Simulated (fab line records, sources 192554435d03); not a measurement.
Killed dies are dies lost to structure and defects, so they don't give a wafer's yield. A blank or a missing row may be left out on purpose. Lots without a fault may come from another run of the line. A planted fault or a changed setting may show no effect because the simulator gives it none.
Which tool did it? | flow n5_finfet | 12 lots, 36 wafers sampled, at 5 steps of a route of 1938

WHAT THE GAUGES READ, wafer by wafer
N5_BEOL_M8_RS_MEAS_57: measures by four-point-probe.
lot  | measured     | on            | M8_RS (ohm/sq)
L075 | day 9 22:13  | film_metro-02 | 0.277 0.280 0.285
L077 | day 10 07:26 | film_metro-01 | 0.285 0.290 0.282
L079 | day 10 15:50 | film_metro-01 | 0.299 0.289 0.295
L082 | day 11 09:12 | film_metro-02 | 0.277 0.280 0.283
L083 | day 11 11:27 | film_metro-01 | 0.288 0.295 0.291
L085 | day 12 05:35 | film_metro-01 | 0.289 0.283 0.275
L087 | day 12 15:44 | film_metro-02 | 0.292 0.296 0.295
L089 | day 13 12:02 | film_metro-01 | 0.290 0.288 0.279
L091 | day 13 19:26 | film_metro-01 | 0.288 0.284 0.282
L092 | day 14 06:08 | film_metro-01 | 0.295 0.291 0.301
L095 | day 14 15:38 | film_metro-01 | 0.286 0.284 0.287
L096 | day 15 07:14 | film_metro-01 | 0.287 0.292 0.296

WHICH TOOL RAN EACH LOT (tool, then ch and the chambers of the sampled wafers, then the start)
lot  | N5_BEOL_M8_ETCH_72                 | N5_BEOL_M8_VIA_ETCH_34             | N5_BEOL_M8_PRE_CLEAN_45      | N5_BEOL_M8_SURFACE_TREAT_79
L075 | rie_diel-01 ch 1,2,3, day 9 18:10  | rie_diel-01 ch 1,2,3, day 9 18:19  | pvd_sputter-01, day 9 20:40  | pvd_sputter-01, day 9 21:01
L077 | rie_diel-01 ch 0,1,3, day 10 05:01 | rie_diel-01 ch 0,1,3, day 10 05:10 | pvd_sputter-01, day 10 05:58 | pvd_sputter-01, day 10 06:18
L079 | rie_diel-02 ch 0,1,2, day 10 12:21 | rie_diel-02 ch 0,1,2, day 10 12:29 | pvd_sputter-01, day 10 13:27 | pvd_sputter-01, day 10 13:51
L082 | rie_diel-04 ch 0,2, day 11 05:05   | rie_diel-04 ch 0,2, day 11 05:13   | pvd_sputter-02, day 11 07:24 | pvd_sputter-02, day 11 07:48
L083 | rie_diel-02 ch 0,1, day 11 08:21   | rie_diel-02 ch 0,1, day 11 08:30   | pvd_sputter-02, day 11 09:49 | pvd_sputter-01, day 11 10:12
L085 | rie_diel-01 ch 0,2,3, day 12 02:14 | rie_diel-01 ch 0,2,3, day 12 02:23 | pvd_sputter-03, day 12 03:25 | pvd_sputter-03, day 12 03:51
L087 | rie_diel-02 ch 1,2,3, day 12 11:13 | rie_diel-02 ch 1,2,3, day 12 11:21 | pvd_sputter-01, day 12 13:45 | pvd_sputter-03, day 12 14:09
L089 | rie_diel-01 ch 0,1, day 13 07:50   | rie_diel-01 ch 0,1, day 13 07:59   | pvd_sputter-03, day 13 10:29 | pvd_sputter-03, day 13 10:56
L091 | rie_diel-01 ch 0,1,2, day 13 16:34 | rie_diel-01 ch 0,1,2, day 13 16:43 | pvd_sputter-02, day 13 17:44 | pvd_sputter-02, day 13 18:05
L092 | rie_diel-02 ch 0,1,3, day 14 02:21 | rie_diel-02 ch 0,1,3, day 14 02:30 | pvd_sputter-02, day 14 04:10 | pvd_sputter-02, day 14 04:40
L095 | rie_diel-02 ch 1,3, day 14 11:19   | rie_diel-02 ch 1,3, day 14 11:28   | pvd_sputter-02, day 14 14:00 | pvd_sputter-03, day 14 14:22
L096 | rie_diel-02 ch 0,2,3, day 15 04:31 | rie_diel-02 ch 0,2,3, day 15 04:40 | pvd_sputter-02, day 15 05:32 | pvd_sputter-02, day 15 05:55
- N5_BEOL_M8_ETCH_72: etches underlayer in N2/H2, target depth 6.5 nm, time 5.2 s.
- N5_BEOL_M8_VIA_ETCH_34: etches SiCOH lowk in C4F6/O2, target depth 125.5 nm, time 50.5 s.
- N5_BEOL_M8_PRE_CLEAN_45: time 30 s.
- N5_BEOL_M8_SURFACE_TREAT_79

THE ANSWER, worked out from the rows above alone
Rule: what is usual is taken from the lots themselves. Put in order of their means at a reading, lots are off if they are a third of the lots or fewer, leave a main group of 4 or more, and stand apart from it by a gap of 3 or more times the standard deviation of the main group's means; of several such gaps the widest counts. A main group whose means are all the same, to the digits that the tables above print for the reading, isn't used. A lot without any number at a reading at which 4 lots or more have one is off too. The other lots that the step has rows for count as sound.
No lot is off at any reading shown: from this, nothing can be told.

WHAT THE SIMULATOR HAD PUT IN
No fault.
